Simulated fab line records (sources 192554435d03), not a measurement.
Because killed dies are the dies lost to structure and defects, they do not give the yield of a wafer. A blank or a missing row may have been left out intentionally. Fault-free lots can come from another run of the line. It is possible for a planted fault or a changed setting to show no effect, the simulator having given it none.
Which of the tools did it? / flow n5_finfet / 8 lots with 24 wafers sampled at 8 steps, on a route of 1938 steps

## WHAT THE GAUGES READ, wafer by wafer
N5_BEOL_M2_OVL_MEAS_29. Usual: for V1_OVL the level is -0.3 nm and the standard deviation is 0.6.
lot=L236; measured=day 9 14:42; on=overlay-01; V1_OVL (nm)=0.3 0.8 0.7; flag=
lot=L238; measured=day 10 05:17; on=overlay-02; V1_OVL (nm)=0.6 -0.4 0.1; flag=
lot=L242; measured=day 10 23:55; on=overlay-01; V1_OVL (nm)=-0.5 -0.8 -0.2; flag=
lot=L245; measured=day 11 19:03; on=overlay-01; V1_OVL (nm)=0.0 1.2 -0.3; flag=
lot=L231; measured=day 12 12:11; on=overlay-01; V1_OVL (nm)=-0.3 -0.7 -1.1; flag=
lot=L249; measured=day 12 12:59; on=overlay-01; V1_OVL (nm)=0.6 -0.2 0.3; flag=
lot=L248; measured=day 12 18:18; on=overlay-02; V1_OVL (nm)=0.2 0.5 0.2; flag=
lot=L246; measured=day 13 00:49; on=overlay-01; V1_OVL (nm)=-0.2 -0.2 -0.4; flag=

N5_BEOL_M2_OCD_MEAS_38. Usual: trench_depth_nm reads 55.5 nm (standard deviation 0.67).
lot=L236; measured=day 10 14:33; on=ocd-02; trench_depth_nm (nm)=55.8 56.0 54.4; flag=
lot=L238; measured=day 11 06:00; on=ocd-02; trench_depth_nm (nm)=56.2 55.5 55.9; flag=
lot=L242; measured=day 12 04:44; on=ocd-01; trench_depth_nm (nm)=55.2 54.4 54.7; flag=
lot=L245; measured=day 12 23:02; on=ocd-01; trench_depth_nm (nm)=74.0 74.3 73.5; flag=OFF
lot=L231; measured=day 13 08:53; on=ocd-02; trench_depth_nm (nm)=54.6 55.5 55.6; flag=
lot=L249; measured=day 13 13:30; on=ocd-01; trench_depth_nm (nm)=55.4 55.6 54.7; flag=
lot=L248; measured=day 13 17:47; on=ocd-02; trench_depth_nm (nm)=56.9 56.9 56.7; flag=
lot=L246; measured=day 13 17:49; on=ocd-01; trench_depth_nm (nm)=73.3 74.1 72.8; flag=OFF

N5_BEOL_M2_THK_MEAS_53: measures by xrf. Usual: for M2_THK the level is 40.3 nm and the standard deviation is 1.3.
lot=L236; measured=day 10 18:09; on=film_metro-02; M2_THK (nm)=40.6 41.0 38.9; flag=
lot=L238; measured=day 11 09:46; on=film_metro-02; M2_THK (nm)=41.7 40.1 39.9; flag=
lot=L242; measured=day 12 08:26; on=film_metro-01; M2_THK (nm)=41.7 41.5 41.2; flag=
lot=L245; measured=day 13 02:43; on=film_metro-01; M2_THK (nm)=60.3 59.1 60.1; flag=OFF
lot=L231; measured=day 13 12:46; on=film_metro-02; M2_THK (nm)=39.3 39.3 39.9; flag=
lot=L249; measured=day 13 17:16; on=film_metro-01; M2_THK (nm)=43.1 41.5 39.3; flag=
lot=L248; measured=day 13 21:29; on=film_metro-01; M2_THK (nm)=41.8 43.3 43.8; flag=
lot=L246; measured=day 13 22:01; on=film_metro-01; M2_THK (nm)=59.2 58.7 57.6; flag=OFF

N5_BEOL_M2_RS_MEAS_58: the measuring method here is four-point-probe. Usual: for M2_RS the level is 0.672 ohm/sq and the standard deviation is 0.026.
lot=L236; measured=day 10 18:25; on=film_metro-02; M2_RS (ohm/sq)=0.659 0.647 0.697; flag=
lot=L238; measured=day 11 10:02; on=film_metro-02; M2_RS (ohm/sq)=0.633 0.671 0.673; flag=
lot=L242; measured=day 12 08:41; on=film_metro-02; M2_RS (ohm/sq)=0.650 0.654 0.662; flag=
lot=L245; measured=day 13 02:58; on=film_metro-02; M2_RS (ohm/sq)=0.408 0.414 0.407; flag=OFF
lot=L231; measured=day 13 13:05; on=film_metro-02; M2_RS (ohm/sq)=0.681 0.683 0.666; flag=
lot=L249; measured=day 13 17:35; on=film_metro-02; M2_RS (ohm/sq)=0.620 0.650 0.696; flag=
lot=L248; measured=day 13 21:45; on=film_metro-02; M2_RS (ohm/sq)=0.641 0.615 0.604; flag=
lot=L246; measured=day 13 22:19; on=film_metro-01; M2_RS (ohm/sq)=0.417 0.424 0.434; flag=OFF

N5_BEOL_M4_RC_MEAS_101. Usual: DIBL_N 36.0 mV/V, standard deviation 1.3; DIBL_P 36.2 mV/V, standard deviation 1.7; IOFF_N 0.155 nA/um, standard deviation 0.024; IOFF_P 0.21 nA/um, standard deviation 0.034; ION_N 674 uA/um, standard deviation 9; ION_P 463 uA/um, standard deviation 7.1; SERP_M2 197 ohm/um, standard deviation 12; SERP_M2_max_site 209 ohm/um, standard deviation 15; SS_N 71.4 mV/dec, standard deviation 0.5; SS_P 73.4 mV/dec, standard deviation 0.57; VT_N 250.0 mV, standard deviation 2.8; VT_P -251 mV, standard deviation 3.2.
lot=L236; measured=day 12 17:15; on=prober-02; DIBL_N (mV/V)=37.5 38.5 37.3; DIBL_P (mV/V)=39.4 40.3 38.6; IOFF_N (nA/um)=0.196 0.211 0.194; IOFF_P (nA/um)=0.24 0.26 0.23; ION_N (uA/um)=679 686 689; ION_P (uA/um)=463 470 464; SERP_M2 (ohm/um)=186 199 184; SERP_M2_max_site (ohm/um)=195 204 193; SS_N (mV/dec)=72.0 72.0 71.0; SS_P (mV/dec)=74.1 74.4 74.2; VT_N (mV)=245.8 245.1 244.4; VT_P (mV)=-251 -248 -250; flag=
lot=L238; measured=day 13 07:53; on=prober-01; DIBL_N (mV/V)=32.6 34.1 34.0; DIBL_P (mV/V)=33.0 34.6 34.4; IOFF_N (nA/um)=0.126 0.147 0.142; IOFF_P (nA/um)=0.17 0.19 0.19; ION_N (uA/um)=665 671 668; ION_P (uA/um)=462 461 451; SERP_M2 (ohm/um)=192 203 204; SERP_M2_max_site (ohm/um)=197 209 214; SS_N (mV/dec)=70.7 71.9 71.4; SS_P (mV/dec)=72.7 73.3 73.1; VT_N (mV)=251.9 247.8 248.8; VT_P (mV)=-253 -251 -250; flag=
lot=L242; measured=day 14 07:26; on=prober-02; DIBL_N (mV/V)=38.0 36.2 36.5; DIBL_P (mV/V)=38.0 36.0 35.8; IOFF_N (nA/um)=0.180 0.142 0.143; IOFF_P (nA/um)=0.24 0.20 0.20; ION_N (uA/um)=680 664 667; ION_P (uA/um)=466 459 463; SERP_M2 (ohm/um)=179 179 178; SERP_M2_max_site (ohm/um)=186 205 188; SS_N (mV/dec)=71.8 71.0 71.7; SS_P (mV/dec)=73.8 73.3 73.8; VT_N (mV)=249.6 249.0 253.3; VT_P (mV)=-252 -252 -252; flag=
lot=L245; measured=day 14 15:31; on=prober-01; DIBL_N (mV/V)=36.7 37.5 36.4; DIBL_P (mV/V)=36.2 37.5 36.1; IOFF_N (nA/um)=0.164 0.180 0.156; IOFF_P (nA/um)=0.24 0.26 0.23; ION_N (uA/um)=680 683 680; ION_P (uA/um)=473 476 472; SERP_M2 (ohm/um)=121 128 125; SERP_M2_max_site (ohm/um)=125 135 133; SS_N (mV/dec)=72.1 72.1 72.2; SS_P (mV/dec)=73.5 74.1 73.3; VT_N (mV)=250.9 251.2 250.9; VT_P (mV)=-246 -246 -247; flag=OFF
lot=L231; measured=day 15 11:17; on=prober-02; DIBL_N (mV/V)=36.1 36.3 34.5; DIBL_P (mV/V)=37.0 37.2 35.2; IOFF_N (nA/um)=0.162 0.155 0.132; IOFF_P (nA/um)=0.20 0.20 0.18; ION_N (uA/um)=674 663 660; ION_P (uA/um)=458 451 453; SERP_M2 (ohm/um)=200 206 202; SERP_M2_max_site (ohm/um)=203 214 211; SS_N (mV/dec)=71.9 71.7 71.2; SS_P (mV/dec)=73.4 72.9 73.7; VT_N (mV)=249.5 251.1 252.5; VT_P (mV)=-251 -254 -254; flag=
lot=L249; measured=day 15 11:43; on=prober-01; DIBL_N (mV/V)=35.7 34.8 34.3; DIBL_P (mV/V)=34.9 34.3 34.5; IOFF_N (nA/um)=0.135 0.120 0.121; IOFF_P (nA/um)=0.20 0.19 0.19; ION_N (uA/um)=676 668 664; ION_P (uA/um)=464 464 464; SERP_M2 (ohm/um)=182 190 201; SERP_M2_max_site (ohm/um)=186 204 210; SS_N (mV/dec)=70.9 71.0 70.4; SS_P (mV/dec)=73.0 72.4 72.5; VT_N (mV)=251.9 255.6 253.3; VT_P (mV)=-251 -249 -250; flag=
lot=L248; measured=day 15 22:30; on=prober-01; DIBL_N (mV/V)=34.6 33.5 33.9; DIBL_P (mV/V)=34.0 33.6 33.6; IOFF_N (nA/um)=0.126 0.124 0.121; IOFF_P (nA/um)=0.16 0.16 0.16; ION_N (uA/um)=657 658 655; ION_P (uA/um)=447 453 453; SERP_M2 (ohm/um)=206 198 161; SERP_M2_max_site (ohm/um)=223 204 173; SS_N (mV/dec)=70.6 71.5 71.5; SS_P (mV/dec)=73.1 72.0 73.2; VT_N (mV)=257.1 253.6 253.1; VT_P (mV)=-257 -256 -256; flag=
lot=L246; measured=day 16 09:26; on=prober-01; DIBL_N (mV/V)=34.5 36.4 35.0; DIBL_P (mV/V)=35.1 37.7 35.5; IOFF_N (nA/um)=0.136 0.172 0.146; IOFF_P (nA/um)=0.18 0.22 0.19; ION_N (uA/um)=669 680 671; ION_P (uA/um)=456 468 467; SERP_M2 (ohm/um)=119 121 120; SERP_M2_max_site (ohm/um)=128 144 126; SS_N (mV/dec)=70.9 71.4 71.5; SS_P (mV/dec)=73.0 73.1 72.6; VT_N (mV)=251.0 246.8 249.7; VT_P (mV)=-253 -251 -251; flag=OFF

## WHICH TOOL RAN EACH LOT (tool, then ch and the chambers of the sampled wafers, then the start)
lot=L236; N5_BEOL_M2_TRENCH_ETCH_37=rie_diel-05 ch 0,3, day 10 14:23; N5_BEOL_M2_PRE_CLEAN_45=pvd_sputter-03, day 10 14:55; N5_BEOL_M2_SURFACE_TREAT_85=pvd_sputter-01, day 10 15:13
lot=L238; N5_BEOL_M2_TRENCH_ETCH_37=rie_diel-05 ch 1,2, day 11 05:51; N5_BEOL_M2_PRE_CLEAN_45=pvd_sputter-02, day 11 06:25; N5_BEOL_M2_SURFACE_TREAT_85=pvd_sputter-02, day 11 06:46
lot=L242; N5_BEOL_M2_TRENCH_ETCH_37=rie_diel-04 ch 1,2, day 12 04:35; N5_BEOL_M2_PRE_CLEAN_45=pvd_sputter-01, day 12 05:04; N5_BEOL_M2_SURFACE_TREAT_85=pvd_sputter-03, day 12 05:31
lot=L245; N5_BEOL_M2_TRENCH_ETCH_37=rie_diel-05 ch 0,1, day 12 22:53; N5_BEOL_M2_PRE_CLEAN_45=pvd_sputter-02, day 12 23:32; N5_BEOL_M2_SURFACE_TREAT_85=pvd_sputter-01, day 12 23:49
lot=L231; N5_BEOL_M2_TRENCH_ETCH_37=rie_diel-02 ch 0,1,2, day 13 08:44; N5_BEOL_M2_PRE_CLEAN_45=pvd_sputter-03, day 13 09:25; N5_BEOL_M2_SURFACE_TREAT_85=pvd_sputter-01, day 13 09:59
lot=L249; N5_BEOL_M2_TRENCH_ETCH_37=rie_diel-02 ch 2,3, day 13 13:21; N5_BEOL_M2_PRE_CLEAN_45=pvd_sputter-01, day 13 13:55; N5_BEOL_M2_SURFACE_TREAT_85=pvd_sputter-01, day 13 14:14
lot=L248; N5_BEOL_M2_TRENCH_ETCH_37=rie_diel-04 ch 0,3, day 13 17:38; N5_BEOL_M2_PRE_CLEAN_45=pvd_sputter-03, day 13 18:16; N5_BEOL_M2_SURFACE_TREAT_85=pvd_sputter-03, day 13 18:40
lot=L246; N5_BEOL_M2_TRENCH_ETCH_37=rie_diel-05 ch 0,2, day 13 17:40; N5_BEOL_M2_PRE_CLEAN_45=pvd_sputter-02, day 13 18:16; N5_BEOL_M2_SURFACE_TREAT_85=pvd_sputter-03, day 13 18:42
- N5_BEOL_M2_TRENCH_ETCH_37: etches SiOC in C4F6/O2, target depth 55.555 nm, time 29.2 s.
- N5_BEOL_M2_PRE_CLEAN_45: time 30 s.
- N5_BEOL_M2_SURFACE_TREAT_85

## WHAT THE TOOLS THEMSELVES READ (means of the sampled wafers that have a number; where no wafer has one, the mark that the record gives instead)
N5_BEOL_M2_TRENCH_ETCH_37. Usual: value, then standard deviation, for each; drypump_motor_current_A 5.8 A / 0.45; mfc_ar_sccm 300.1 sccm / 0.94; oes_o_777_au 0.75 a.u. / 0.072; oes_product_au 0.75 a.u. / 0.077; rf_vpp_V 669 V / 4.9; showerhead_plenum_p_Torr 2.86 Torr / 0.049; throttle_valve_pct 20.86 % / 0.18.
lot=L236; tool=rie_diel-05; drypump_motor_current_A (A)=5.9; mfc_ar_sccm (sccm)=299.6; oes_o_777_au (a.u.)=0.74; oes_product_au (a.u.)=0.73; rf_vpp_V (V)=665; showerhead_plenum_p_Torr (Torr)=2.88; throttle_valve_pct (%)=20.89; flag=
lot=L238; tool=rie_diel-05; drypump_motor_current_A (A)=6.1; mfc_ar_sccm (sccm)=299.7; oes_o_777_au (a.u.)=0.79; oes_product_au (a.u.)=0.79; rf_vpp_V (V)=668; showerhead_plenum_p_Torr (Torr)=2.79; throttle_valve_pct (%)=20.62; flag=
lot=L242; tool=rie_diel-04; drypump_motor_current_A (A)=5.6; mfc_ar_sccm (sccm)=300.5; oes_o_777_au (a.u.)=0.69; oes_product_au (a.u.)=0.69; rf_vpp_V (V)=670; showerhead_plenum_p_Torr (Torr)=2.88; throttle_valve_pct (%)=20.87; flag=
lot=L245; tool=rie_diel-05; drypump_motor_current_A (A)=6.2; mfc_ar_sccm (sccm)=299.8; oes_o_777_au (a.u.)=0.78; oes_product_au (a.u.)=0.94; rf_vpp_V (V)=668; showerhead_plenum_p_Torr (Torr)=2.79; throttle_valve_pct (%)=20.74; flag=
lot=L231; tool=rie_diel-02; drypump_motor_current_A (A)=5.6; mfc_ar_sccm (sccm)=300.4; oes_o_777_au (a.u.)=0.73; oes_product_au (a.u.)=0.73; rf_vpp_V (V)=673; showerhead_plenum_p_Torr (Torr)=2.84; throttle_valve_pct (%)=21.02; flag=
lot=L249; tool=rie_diel-02; drypump_motor_current_A (A)=5.2; mfc_ar_sccm (sccm)=299.9; oes_o_777_au (a.u.)=0.77; oes_product_au (a.u.)=0.77; rf_vpp_V (V)=670; showerhead_plenum_p_Torr (Torr)=2.85; throttle_valve_pct (%)=21.01; flag=
lot=L248; tool=rie_diel-04; drypump_motor_current_A (A)=5.8; mfc_ar_sccm (sccm)=300.3; oes_o_777_au (a.u.)=0.91; oes_product_au (a.u.)=0.93; rf_vpp_V (V)=662; showerhead_plenum_p_Torr (Torr)=2.83; throttle_valve_pct (%)=20.55; flag=
lot=L246; tool=rie_diel-05; drypump_motor_current_A (A)=5.8; mfc_ar_sccm (sccm)=300.1; oes_o_777_au (a.u.)=0.70; oes_product_au (a.u.)=0.84; rf_vpp_V (V)=664; showerhead_plenum_p_Torr (Torr)=2.82; throttle_valve_pct (%)=20.87; flag=

N5_BEOL_M2_PRE_CLEAN_45. Usual: heater_power_w reads 334 W (standard deviation 27).
lot=L236; tool=pvd_sputter-03; heater_power_w (W)=314; flag=
lot=L238; tool=pvd_sputter-02; heater_power_w (W)=335; flag=
lot=L242; tool=pvd_sputter-01; heater_power_w (W)=359; flag=
lot=L245; tool=pvd_sputter-02; heater_power_w (W)=327; flag=
lot=L231; tool=pvd_sputter-03; heater_power_w (W)=316; flag=
lot=L249; tool=pvd_sputter-01; heater_power_w (W)=350; flag=
lot=L248; tool=pvd_sputter-03; heater_power_w (W)=366; flag=
lot=L246; tool=pvd_sputter-02; heater_power_w (W)=314; flag=

N5_BEOL_M2_SURFACE_TREAT_85. Usual: ar_flow_sccm reads 30.00 sccm (standard deviation 0.087).
lot=L236; tool=pvd_sputter-01; ar_flow_sccm (sccm)=29.98; flag=
lot=L238; tool=pvd_sputter-02; ar_flow_sccm (sccm)=30.08; flag=
lot=L242; tool=pvd_sputter-03; ar_flow_sccm (sccm)=30.09; flag=
lot=L245; tool=pvd_sputter-01; ar_flow_sccm (sccm)=30.02; flag=
lot=L231; tool=pvd_sputter-01; ar_flow_sccm (sccm)=29.98; flag=
lot=L249; tool=pvd_sputter-01; ar_flow_sccm (sccm)=30.06; flag=
lot=L248; tool=pvd_sputter-03; ar_flow_sccm (sccm)=30.05; flag=
lot=L246; tool=pvd_sputter-03; ar_flow_sccm (sccm)=29.94; flag=

## THE ANSWER, worked out from the rows above alone
Rule: a lot is off if the mean of its wafers that have a number lies more than 3 standard deviations from the usual mean. Also off: a lot with no number at a reading for which 4 or more lots have one. The other lots that the step has rows for count as sound. Order of review: gauges by route order, followed by the tools' own readings, for which a lot's mean as printed above is used. At the first step where some lot is off, the reading lying furthest off is the one used; lots without a number count as furthest.
Off at N5_BEOL_M2_OCD_MEAS_38 (trench_depth_nm): L245, L246.
If a tool, at a process step before that reading, ran all the lots that are off and no sound lot after the first of them, it fits. The gauges at N5_BEOL_M2_OCD_MEAS_38 aren't tried: what is off there is off at N5_BEOL_M2_THK_MEAS_53 too, on other tools, and a gauge's error can't cause that. One fits: rie_diel-05 at N5_BEOL_M2_TRENCH_ETCH_37. A fault onset in the window from L238 (day 11 05:51, its last sound lot) to L245 (day 12 22:53, its first lot off) fits.

## WHAT THE SIMULATOR HAD INSERTED
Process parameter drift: rie_diel-05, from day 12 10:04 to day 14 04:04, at N5_BEOL_M2_TRENCH_ETCH_37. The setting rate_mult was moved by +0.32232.
Struck lots among those shown: L245, L246. Same finding as the rule above.
